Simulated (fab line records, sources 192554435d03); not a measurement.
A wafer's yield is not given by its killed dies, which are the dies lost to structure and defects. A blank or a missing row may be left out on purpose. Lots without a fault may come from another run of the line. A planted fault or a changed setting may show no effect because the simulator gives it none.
Which tool did it? + flow n5_finfet + 12 lots, 36 wafers sampled, at 2 steps of a route of 1938

## WHAT EACH GAUGE READ, for each wafer
N5_BEOL_M13_THK_MEAS_50: measures by xrf.
| lot  | measured     | on            | M13_THK (nm) |
|------|--------------|---------------|--------------|
| L076 | day 11 15:58 | film_metro-01 | 413 413 421  |
| L077 | day 11 23:22 | film_metro-02 | 428 424 424  |
| L079 | day 12 15:07 | film_metro-01 | 411 419 408  |
| L080 | day 13 10:02 | film_metro-01 | 407 416 420  |
| L083 | day 13 23:50 | film_metro-01 | 430 420 428  |
| L085 | day 14 02:53 | film_metro-01 | 409 400 405  |
| L087 | day 14 21:36 | film_metro-01 | 427 418 413  |
| L091 | day 15 12:29 | film_metro-02 | 415 416 412  |
| L088 | day 16 04:15 | film_metro-01 | 409 417 411  |
| L095 | day 16 08:40 | film_metro-02 | 415 419 429  |
| L093 | day 17 08:37 | film_metro-01 | 409 421 412  |
| L097 | day 18 05:52 | film_metro-01 | 414 419 421  |

## EACH LOT AND THE TOOL THAT RAN IT (in order: tool; ch and the chambers of the sampled wafers; start)
| lot  | N5_BEOL_M13_DEGAS_41         |
|------|------------------------------|
| L076 | pvd_sputter-02, day 11 14:51 |
| L077 | pvd_sputter-03, day 11 22:16 |
| L079 | pvd_sputter-03, day 12 13:59 |
| L080 | pvd_sputter-03, day 13 08:55 |
| L083 | pvd_sputter-01, day 13 22:34 |
| L085 | pvd_sputter-02, day 14 01:46 |
| L087 | pvd_sputter-02, day 14 19:34 |
| L091 | pvd_sputter-03, day 15 11:10 |
| L088 | pvd_sputter-03, day 16 03:08 |
| L095 | pvd_sputter-03, day 16 07:05 |
| L093 | pvd_sputter-02, day 17 07:29 |
| L097 | pvd_sputter-02, day 18 04:34 |
- N5_BEOL_M13_DEGAS_41: time 60 s.

## THE ANSWER, worked out from the rows above alone
Rule: the lots themselves supply what counts as usual. Put in order of their means at a reading, lots are off if they are a third of the lots or fewer, leave a main group of 4 or more, and stand apart from it by a gap of 3 or more times the standard deviation of the main group's means; of several such gaps the widest counts. Not used: any main group whose means are identical at the precision the tables above print for the reading. Also off: a lot with no number at a reading for which 4 or more lots have one. Where the step has rows for the other lots, those lots are counted as sound.
Across all readings shown, no lot is off: no conclusion can be drawn from this.

## WHAT THE SIMULATOR HAD INSERTED
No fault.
